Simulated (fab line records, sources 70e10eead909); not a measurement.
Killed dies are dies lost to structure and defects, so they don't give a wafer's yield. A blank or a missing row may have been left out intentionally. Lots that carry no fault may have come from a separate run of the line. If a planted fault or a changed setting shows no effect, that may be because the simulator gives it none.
Chamber matching | flow nand_harc | 4 sister chambers for NHARC_P_M0_DESCUM_14 on rie_diel-13
The step chemistry O2, time 3 s. 16 wafers are shown with their chamber, then 8 later ones without.

== EACH WAFER AND ITS CHAMBER ==
wafer  | chamber | showerhead_plenum_p_Torr (Torr) | oes_product_au (a.u.) | rf_vpp_V (V)
L392.2 | 3       | 1.98                            | 1.014                 | 59.1
L392.5 | 3       | 1.98                            | 1.015                 | 59.6
L392.6 | 2       | 2.01                            | 1.015                 | 58.5
L394.1 | 0       | 1.92                            | 0.989                 | 57.9
L394.4 | 2       | 2.01                            | 1.003                 | 59.1
L394.6 | 0       | 1.92                            | 0.988                 | 56.4
L402.1 | 1       | 1.97                            | 0.991                 | 57.4
L402.2 | 3       | 1.97                            | 1.018                 | 58.0
L402.6 | 1       | 1.97                            | 1.010                 | 58.8
L401.2 | 1       | 1.97                            | 0.997                 | 57.6
L401.4 | 0       | 1.92                            | 0.998                 | 58.2
L401.6 | 3       | 1.97                            | 0.994                 | 58.2
L404.3 | 3       | 1.97                            | 1.010                 | 56.8
L404.4 | 1       | 1.97                            | 1.007                 | 57.5
L404.5 | 0       | 1.92                            | 1.011                 | 58.3
L405.3 | 0       | 1.91                            | 1.009                 | 59.3

SIGNATURES (means of the wafers above)
reading                  | chamber 0 | chamber 1 | chamber 2 | chamber 3 | scatter within a chamber
showerhead_plenum_p_Torr | 1.9180    | 1.9700    | 2.0100    | 1.9740    | 0.00408
oes_product_au           | 0.99900   | 1.00125   | 1.00900   | 1.01020   | 0.00971
rf_vpp_V                 | 58.020    | 57.825    | 58.800    | 58.340    | 0.937
Rule: a wafer lies at a distance from a chamber equal to the root of the sum of squares, over the readings, of (its reading less the chamber's mean, divided by the reading's scatter). If the next closest chamber is less than 2 further off than the closest, the wafer can't be placed; otherwise it belongs to the closest. The scatter: take each reading less its chamber's mean, square it, sum over the shown wafers, divide by the number of wafers less the number of chambers, and take the root.

== WAFERS WITHOUT THEIR CHAMBER ==
wafer  | showerhead_plenum_p_Torr (Torr) | oes_product_au (a.u.) | rf_vpp_V (V)
L405.4 | 2.00                            | 1.004                 | 58.8
L405.5 | 1.97                            | 1.009                 | 58.5
L407.2 | 1.91                            | 1.016                 | 58.2
L407.5 | 1.97                            | 1.007                 | 59.5
L407.6 | 2.00                            | 1.019                 | 58.6
L408.1 | 2.00                            | 1.002                 | 57.6
L408.3 | 1.97                            | 1.009                 | 57.2
L408.6 | 1.91                            | 1.004                 | 58.6

== CHAMBER TAKEN BY EACH ==
wafer  | from the rows above     | in truth
L405.4 | 2                       | 2
L405.5 | can't be placed: 3 or 1 | 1
L407.2 | 0                       | 0
L407.5 | can't be placed: 3 or 1 | 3
L407.6 | 2                       | 2
L408.1 | 2                       | 2
L408.3 | can't be placed: 1 or 3 | 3
L408.6 | 0                       | 0
Placed correctly: 5 of 8. Cannot be placed on the basis of these rows: 3; the candidates contain the true chamber in 3. Number placed wrongly: 0.
